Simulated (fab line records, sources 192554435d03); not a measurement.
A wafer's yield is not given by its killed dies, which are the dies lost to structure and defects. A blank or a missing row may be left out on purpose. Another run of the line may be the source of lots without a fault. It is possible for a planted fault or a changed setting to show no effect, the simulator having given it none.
Which of the tools did it? || flow n5_finfet || 30 wafers from 10 lots sampled at 3 of the route's 1938 steps

== WHAT THE GAUGES SHOWED, per wafer ==
N5_BEOL_M4_RC_MEAS_101.
{"lot": "L625", "measured": "day 8 20:15", "on": "prober-02", "DIBL_N (mV/V)": "36.7 34.7 39.2", "DIBL_P (mV/V)": "38.2 33.9 41.4", "EOT_N": "10.56 10.53 10.45", "EOT_P": "10.62 10.50 10.40", "IOFF_N (nA/um)": "0.19 0.14 0.25", "IOFF_P (nA/um)": "0.25 0.17 0.32", "IOFF_P_85C (nA/um)": "4.1 3.0 5.1", "IOFF_P_LIN (nA/um)": "0.109 0.085 0.133", "IOFF_P_LONG (nA/um)": "0.000102 0.000107 0.000105", "ION_N (uA/um)": "675 666 693", "ION_P (uA/um)": "465 457 473", "SS_N (mV/dec)": "72.5 72.2 72.8", "SS_P (mV/dec)": "73.7 72.5 74.6", "VT_N (mV)": "248 250 242", "VT_N_LVT (mV)": "94 98 90", "VT_P (mV)": "-248.4 -252.9 -245.7", "VT_P_LONG (mV)": "-273.6 -277.2 -278.2"}
{"lot": "L626", "measured": "day 8 23:30", "on": "prober-01", "DIBL_N (mV/V)": "36.3 35.8 38.5", "DIBL_P (mV/V)": "37.4 37.5 40.0", "EOT_N": "10.57 10.53 10.63", "EOT_P": "10.42 10.43 10.51", "IOFF_N (nA/um)": "0.17 0.16 0.23", "IOFF_P (nA/um)": "0.21 0.22 0.26", "IOFF_P_85C (nA/um)": "3.6 3.7 4.3", "IOFF_P_LIN (nA/um)": "0.099 0.102 0.116", "IOFF_P_LONG (nA/um)": "0.000101 0.000103 0.0001", "ION_N (uA/um)": "683 672 702", "ION_P (uA/um)": "462 468 475", "SS_N (mV/dec)": "71.5 70.7 71.8", "SS_P (mV/dec)": "73.8 72.9 73.9", "VT_N (mV)": "248 250 245", "VT_N_LVT (mV)": "97 98 92", "VT_P (mV)": "-249.2 -247.8 -246.1", "VT_P_LONG (mV)": "-278.9 -278.1 -276.9"}
{"lot": "L628", "measured": "day 9 10:52", "on": "prober-02", "DIBL_N (mV/V)": "33.9 37.5 35.4", "DIBL_P (mV/V)": "34.9 37.1 36.2", "EOT_N": "10.61 10.56 10.54", "EOT_P": "10.42 10.49 10.42", "IOFF_N (nA/um)": "0.13 0.19 0.15", "IOFF_P (nA/um)": "0.17 0.20 0.19", "IOFF_P_85C (nA/um)": "3.0 3.5 3.3", "IOFF_P_LIN (nA/um)": "0.084 0.094 0.091", "IOFF_P_LONG (nA/um)": "9.4e-05 8.8e-05 9.1e-05", "ION_N (uA/um)": "674 668 678", "ION_P (uA/um)": "461 455 470", "SS_N (mV/dec)": "70.4 72.0 71.5", "SS_P (mV/dec)": "73.2 73.4 73.2", "VT_N (mV)": "254 248 249", "VT_N_LVT (mV)": "100 96 97", "VT_P (mV)": "-250.4 -251.0 -250.7", "VT_P_LONG (mV)": "-277.8 -275.5 -277.8"}
{"lot": "L630", "measured": "day 9 23:12", "on": "prober-01", "DIBL_N (mV/V)": "35.3 35.7 32.9", "DIBL_P (mV/V)": "37.0 36.7 34.1", "EOT_N": "10.54 10.50 10.58", "EOT_P": "10.49 10.48 10.53", "IOFF_N (nA/um)": "0.15 0.15 0.11", "IOFF_P (nA/um)": "0.20 0.20 0.16", "IOFF_P_85C (nA/um)": "3.5 3.4 3.0", "IOFF_P_LIN (nA/um)": "0.095 0.095 0.083", "IOFF_P_LONG (nA/um)": "9.6e-05 0.000103 9.9e-05", "ION_N (uA/um)": "675 666 668", "ION_P (uA/um)": "464 459 465", "SS_N (mV/dec)": "71.0 71.3 71.0", "SS_P (mV/dec)": "73.5 73.3 72.7", "VT_N (mV)": "249 253 255", "VT_N_LVT (mV)": "102 103 103", "VT_P (mV)": "-252.4 -251.4 -253.0", "VT_P_LONG (mV)": "-279.5 -277.9 -278.3"}
{"lot": "L633", "measured": "day 11 02:52", "on": "prober-01", "DIBL_N (mV/V)": "36.3 36.3 39.2", "DIBL_P (mV/V)": "36.1 36.3 39.5", "EOT_N": "10.46 10.50 10.66", "EOT_P": "10.36 10.37 10.54", "IOFF_N (nA/um)": "0.17 0.16 0.24", "IOFF_P (nA/um)": "0.20 0.20 0.26", "IOFF_P_85C (nA/um)": "3.5 3.5 4.3", "IOFF_P_LIN (nA/um)": "0.097 0.096 0.113", "IOFF_P_LONG (nA/um)": "0.000111 0.000113 0.0001", "ION_N (uA/um)": "683 686 691", "ION_P (uA/um)": "464 464 459", "SS_N (mV/dec)": "71.6 71.9 72.2", "SS_P (mV/dec)": "73.7 73.7 74.0", "VT_N (mV)": "247 249 244", "VT_N_LVT (mV)": "94 95 92", "VT_P (mV)": "-252.8 -252.5 -249.3", "VT_P_LONG (mV)": "-273.9 -274.0 -273.2"}
{"lot": "L634", "measured": "day 11 04:19", "on": "prober-02", "DIBL_N (mV/V)": "39.1 37.4 39.5", "DIBL_P (mV/V)": "39.2 36.1 38.6", "EOT_N": "10.76 10.80 10.69", "EOT_P": "10.79 10.79 10.58", "IOFF_N (nA/um)": "0.23 0.20 0.25", "IOFF_P (nA/um)": "0.11 0.09 0.11", "IOFF_P_85C (nA/um)": "2.1 1.8 2.1", "IOFF_P_LIN (nA/um)": "0.050 0.044 0.049", "IOFF_P_LONG (nA/um)": "5.8e-05 6.6e-05 6e-05", "ION_N (uA/um)": "695 684 697", "ION_P (uA/um)": "427 426 434", "SS_N (mV/dec)": "71.7 71.4 72.2", "SS_P (mV/dec)": "74.1 72.5 73.6", "VT_N (mV)": "244 244 240", "VT_N_LVT (mV)": "68 69 66", "VT_P (mV)": "-271.8 -272.7 -273.7", "VT_P_LONG (mV)": "-297.8 -298.2 -299.3"}
{"lot": "L635", "measured": "day 10 11:23", "on": "prober-01", "DIBL_N (mV/V)": "38.1 37.4 35.5", "DIBL_P (mV/V)": "37.5 36.5 33.8", "EOT_N": "10.75 10.90 10.88", "EOT_P": "10.78 10.70 10.83", "IOFF_N (nA/um)": "0.17 0.16 0.12", "IOFF_P (nA/um)": "0.11 0.09 0.08", "IOFF_P_85C (nA/um)": "2.0 1.8 1.6", "IOFF_P_LIN (nA/um)": "0.048 0.045 0.039", "IOFF_P_LONG (nA/um)": "5.8e-05 5.6e-05 6.7e-05", "ION_N (uA/um)": "682 686 670", "ION_P (uA/um)": "435 443 429", "SS_N (mV/dec)": "71.1 71.0 70.9", "SS_P (mV/dec)": "73.9 73.1 71.3", "VT_N (mV)": "251 249 255", "VT_N_LVT (mV)": "75 75 80", "VT_P (mV)": "-270.8 -273.0 -272.3", "VT_P_LONG (mV)": "-297.8 -298.4 -298.3"}
{"lot": "L636", "measured": "day 11 08:05", "on": "prober-01", "DIBL_N (mV/V)": "38.1 41.5 41.8", "DIBL_P (mV/V)": "34.7 39.7 41.0", "EOT_N": "10.73 10.91 10.91", "EOT_P": "10.75 10.78 10.94", "IOFF_N (nA/um)": "0.16 0.27 0.26", "IOFF_P (nA/um)": "0.08 0.12 0.13", "IOFF_P_85C (nA/um)": "1.7 2.3 2.5", "IOFF_P_LIN (nA/um)": "0.041 0.055 0.057", "IOFF_P_LONG (nA/um)": "5.8e-05 5.6e-05 5.8e-05", "ION_N (uA/um)": "673 685 687", "ION_P (uA/um)": "422 427 431", "SS_N (mV/dec)": "71.5 72.9 72.4", "SS_P (mV/dec)": "73.2 73.2 74.2", "VT_N (mV)": "250 244 243", "VT_N_LVT (mV)": "79 71 71", "VT_P (mV)": "-274.1 -267.8 -267.9", "VT_P_LONG (mV)": "-297.6 -301.0 -299.6"}
{"lot": "L644", "measured": "day 12 22:59", "on": "prober-02", "DIBL_N (mV/V)": "36.0 33.0 37.4", "DIBL_P (mV/V)": "35.9 32.7 36.6", "EOT_N": "10.74 10.70 10.50", "EOT_P": "10.64 10.58 10.49", "IOFF_N (nA/um)": "0.15 0.11 0.16", "IOFF_P (nA/um)": "0.20 0.16 0.21", "IOFF_P_85C (nA/um)": "3.5 2.9 3.6", "IOFF_P_LIN (nA/um)": "0.096 0.081 0.097", "IOFF_P_LONG (nA/um)": "9.6e-05 9.6e-05 9.9e-05", "ION_N (uA/um)": "675 668 667", "ION_P (uA/um)": "461 459 457", "SS_N (mV/dec)": "71.1 70.9 71.4", "SS_P (mV/dec)": "74.0 73.1 73.7", "VT_N (mV)": "252 253 253", "VT_N_LVT (mV)": "99 101 99", "VT_P (mV)": "-250.9 -252.0 -251.4", "VT_P_LONG (mV)": "-278.5 -279.0 -279.6"}
{"lot": "L646", "measured": "day 14 07:43", "on": "prober-02", "DIBL_N (mV/V)": "37.5 37.7 36.6", "DIBL_P (mV/V)": "39.3 39.7 38.0", "EOT_N": "10.49 10.60 10.45", "EOT_P": "10.44 10.49 10.31", "IOFF_N (nA/um)": "0.18 0.18 0.16", "IOFF_P (nA/um)": "0.24 0.25 0.23", "IOFF_P_85C (nA/um)": "4.0 4.2 3.8", "IOFF_P_LIN (nA/um)": "0.108 0.115 0.105", "IOFF_P_LONG (nA/um)": "0.000112 0.000109 0.000114", "ION_N (uA/um)": "691 680 685", "ION_P (uA/um)": "475 471 474", "SS_N (mV/dec)": "71.0 72.0 71.1", "SS_P (mV/dec)": "73.8 74.1 73.4", "VT_N (mV)": "246 247 246", "VT_N_LVT (mV)": "96 96 98", "VT_P (mV)": "-246.5 -247.2 -248.1", "VT_P_LONG (mV)": "-273.7 -273.7 -273.3"}

== EACH LOT AND THE TOOL THAT RAN IT (in order: tool; ch and the chambers of the sampled wafers; start) ==
{"lot": "L625", "N5_HKMG_FIN_RTA_80": "rtp_anneal-01 ch 0, day 4 15:49", "N5_BEOL_M4_ANNEAL_95": "pvd_sputter-03, day 8 18:53"}
{"lot": "L626", "N5_HKMG_FIN_RTA_80": "rtp_anneal-01 ch 0, day 4 18:20", "N5_BEOL_M4_ANNEAL_95": "pvd_sputter-01, day 8 21:53"}
{"lot": "L628", "N5_HKMG_FIN_RTA_80": "rtp_anneal-01 ch 0, day 5 04:47", "N5_BEOL_M4_ANNEAL_95": "pvd_sputter-03, day 9 09:35"}
{"lot": "L630", "N5_HKMG_FIN_RTA_80": "rtp_anneal-01 ch 0, day 5 14:27", "N5_BEOL_M4_ANNEAL_95": "pvd_sputter-02, day 9 21:49"}
{"lot": "L633", "N5_HKMG_FIN_RTA_80": "rtp_anneal-01 ch 0, day 6 08:29", "N5_BEOL_M4_ANNEAL_95": "pvd_sputter-03, day 11 01:05"}
{"lot": "L634", "N5_HKMG_FIN_RTA_80": "rtp_anneal-01 ch 0, day 6 16:34", "N5_BEOL_M4_ANNEAL_95": "pvd_sputter-01, day 11 02:43"}
{"lot": "L635", "N5_HKMG_FIN_RTA_80": "rtp_anneal-01 ch 0, day 6 19:07", "N5_BEOL_M4_ANNEAL_95": "pvd_sputter-01, day 10 10:00"}
{"lot": "L636", "N5_HKMG_FIN_RTA_80": "rtp_anneal-01 ch 0, day 7 00:03", "N5_BEOL_M4_ANNEAL_95": "pvd_sputter-02, day 11 06:45"}
{"lot": "L644", "N5_HKMG_FIN_RTA_80": "rtp_anneal-02 ch 0, day 9 01:20", "N5_BEOL_M4_ANNEAL_95": "pvd_sputter-03, day 12 21:28"}
{"lot": "L646", "N5_HKMG_FIN_RTA_80": "rtp_anneal-01 ch 0, day 9 14:52", "N5_BEOL_M4_ANNEAL_95": "pvd_sputter-02, day 14 06:27"}
- N5_HKMG_FIN_RTA_80: time 2 s.
- N5_BEOL_M4_ANNEAL_95: time 240 s.

== AS READ BY THE TOOLS THEMSELVES (means over the sampled wafers that have a number; for cases with no such wafer, the mark the record gives instead) ==
N5_BEOL_M4_ANNEAL_95.
{"lot": "L625", "tool": "pvd_sputter-03", "heater_power_w (W)": 855}
{"lot": "L626", "tool": "pvd_sputter-01", "heater_power_w (W)": 806}
{"lot": "L628", "tool": "pvd_sputter-03", "heater_power_w (W)": 845}
{"lot": "L630", "tool": "pvd_sputter-02", "heater_power_w (W)": 895}
{"lot": "L633", "tool": "pvd_sputter-03", "heater_power_w (W)": 873}
{"lot": "L634", "tool": "pvd_sputter-01", "heater_power_w (W)": 856}
{"lot": "L635", "tool": "pvd_sputter-01", "heater_power_w (W)": 834}
{"lot": "L636", "tool": "pvd_sputter-02", "heater_power_w (W)": 893}
{"lot": "L644", "tool": "pvd_sputter-03", "heater_power_w (W)": 833}
{"lot": "L646", "tool": "pvd_sputter-02", "heater_power_w (W)": 829}

== THE ANSWER, worked out from the rows above alone ==
Rule: the lots themselves supply what counts as usual. Put in order of their means at a reading, lots are off if they are a third of the lots or fewer, leave a main group of 4 or more, and stand apart from it by a gap of 3 or more times the standard deviation of the main group's means; of several such gaps the widest counts. A main group whose means are all the same, to the digits that the tables above print for the reading, isn't used. Also off: a lot with no number at a reading for which 4 or more lots have one. All remaining lots with rows at the step are treated as sound. After the gauges, taken in route order, come the tools' own readings; for these a lot's mean is taken, as printed above. At the first step where some lot is off, the reading lying furthest off is the one used; lots without a number count as furthest.
Off: L634, L635, L636, at N5_BEOL_M4_RC_MEAS_101 (VT_P). The main group: mean -250.0 mV, standard deviation 1.8.
If a tool, at a process step before that reading, ran all the lots that are off and no sound lot after the first of them, it fits. The gauges at N5_BEOL_M4_RC_MEAS_101 are tried like those tools. No candidate that was tried fits.

== WHAT THE SIMULATOR HAD PUT IN ==
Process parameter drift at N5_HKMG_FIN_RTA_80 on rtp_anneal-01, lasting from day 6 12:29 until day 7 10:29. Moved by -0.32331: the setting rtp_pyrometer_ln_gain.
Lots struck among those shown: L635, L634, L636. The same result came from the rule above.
